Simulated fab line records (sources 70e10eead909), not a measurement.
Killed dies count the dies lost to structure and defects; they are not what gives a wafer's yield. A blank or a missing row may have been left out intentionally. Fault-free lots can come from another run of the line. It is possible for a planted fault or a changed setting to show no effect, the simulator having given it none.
Matching of chambers / flow nand_harc / NHARC_A_STAIRCASE_ETCHBACK_157 on rie_diel-11 has 4 sister chambers
The step etches the open film in CH3F/O2, target depth 90 nm, time 167.14 s. 14 wafers are shown with their chamber, then 7 later ones without.

## WAFERS, EACH WITH ITS CHAMBER
wafer=L079.1; chamber=2; showerhead_plenum_p_Torr (Torr)=2.64; rf_vpp_V (V)=246.5; oes_product_au (a.u.)=1.007
wafer=L079.4; chamber=1; showerhead_plenum_p_Torr (Torr)=2.50; rf_vpp_V (V)=244.1; oes_product_au (a.u.)=0.993
wafer=L079.6; chamber=0; showerhead_plenum_p_Torr (Torr)=2.57; rf_vpp_V (V)=246.9; oes_product_au (a.u.)=0.989
wafer=L082.3; chamber=0; showerhead_plenum_p_Torr (Torr)=2.56; rf_vpp_V (V)=244.0; oes_product_au (a.u.)=0.940
wafer=L082.4; chamber=2; showerhead_plenum_p_Torr (Torr)=2.63; rf_vpp_V (V)=247.0; oes_product_au (a.u.)=0.954
wafer=L082.6; chamber=1; showerhead_plenum_p_Torr (Torr)=2.49; rf_vpp_V (V)=245.3; oes_product_au (a.u.)=0.938
wafer=L088.2; chamber=2; showerhead_plenum_p_Torr (Torr)=2.63; rf_vpp_V (V)=246.8; oes_product_au (a.u.)=0.965
wafer=L088.5; chamber=3; showerhead_plenum_p_Torr (Torr)=2.31; rf_vpp_V (V)=242.5; oes_product_au (a.u.)=0.943
wafer=L088.6; chamber=2; showerhead_plenum_p_Torr (Torr)=2.63; rf_vpp_V (V)=246.5; oes_product_au (a.u.)=0.957
wafer=L089.1; chamber=3; showerhead_plenum_p_Torr (Torr)=2.31; rf_vpp_V (V)=242.2; oes_product_au (a.u.)=0.961
wafer=L089.4; chamber=2; showerhead_plenum_p_Torr (Torr)=2.63; rf_vpp_V (V)=246.9; oes_product_au (a.u.)=0.991
wafer=L089.5; chamber=0; showerhead_plenum_p_Torr (Torr)=2.56; rf_vpp_V (V)=246.6; oes_product_au (a.u.)=0.956
wafer=L093.1; chamber=3; showerhead_plenum_p_Torr (Torr)=2.31; rf_vpp_V (V)=243.7; oes_product_au (a.u.)=1.010
wafer=L093.2; chamber=2; showerhead_plenum_p_Torr (Torr)=2.63; rf_vpp_V (V)=246.0; oes_product_au (a.u.)=1.003

SIGNATURES (averages over the wafers above)
reading=showerhead_plenum_p_Torr; chamber 0=2.5633; chamber 1=2.4950; chamber 2=2.6317; chamber 3=2.3100; scatter within a chamber=0.00447
reading=rf_vpp_V; chamber 0=245.833; chamber 1=244.700; chamber 2=246.617; chamber 3=242.800; scatter within a chamber=0.879
reading=oes_product_au; chamber 0=0.96167; chamber 1=0.96550; chamber 2=0.97950; chamber 3=0.97133; scatter within a chamber=0.0282
Rule: a wafer lies at a distance from a chamber equal to the root of the sum of squares, over the readings, of (its reading less the chamber's mean, divided by the reading's scatter). If the next closest chamber is less than 2 further off than the closest, the wafer can't be placed; otherwise it belongs to the closest. The scatter is the square root of a quotient: the sum, over the shown wafers, of each reading's squared deviation from its chamber's mean, divided by wafers minus chambers.

## WAFERS WITHOUT THEIR CHAMBER
wafer=L093.3; showerhead_plenum_p_Torr (Torr)=2.49; rf_vpp_V (V)=245.1; oes_product_au (a.u.)=0.988
wafer=L094.1; showerhead_plenum_p_Torr (Torr)=2.56; rf_vpp_V (V)=246.3; oes_product_au (a.u.)=1.002
wafer=L094.3; showerhead_plenum_p_Torr (Torr)=2.31; rf_vpp_V (V)=242.0; oes_product_au (a.u.)=1.017
wafer=L094.5; showerhead_plenum_p_Torr (Torr)=2.56; rf_vpp_V (V)=246.4; oes_product_au (a.u.)=1.008
wafer=L097.1; showerhead_plenum_p_Torr (Torr)=2.48; rf_vpp_V (V)=244.8; oes_product_au (a.u.)=0.987
wafer=L097.2; showerhead_plenum_p_Torr (Torr)=2.31; rf_vpp_V (V)=241.3; oes_product_au (a.u.)=1.006
wafer=L097.3; showerhead_plenum_p_Torr (Torr)=2.48; rf_vpp_V (V)=244.4; oes_product_au (a.u.)=0.989

## WHICH CHAMBER EACH WENT THROUGH
wafer=L093.3; from the rows above=1; in truth=1
wafer=L094.1; from the rows above=0; in truth=0
wafer=L094.3; from the rows above=3; in truth=3
wafer=L094.5; from the rows above=0; in truth=0
wafer=L097.1; from the rows above=1; in truth=1
wafer=L097.2; from the rows above=3; in truth=3
wafer=L097.3; from the rows above=1; in truth=1
7 of 7 placed correctly. Left unplaced by these rows: 0. Placed wrongly: 0.
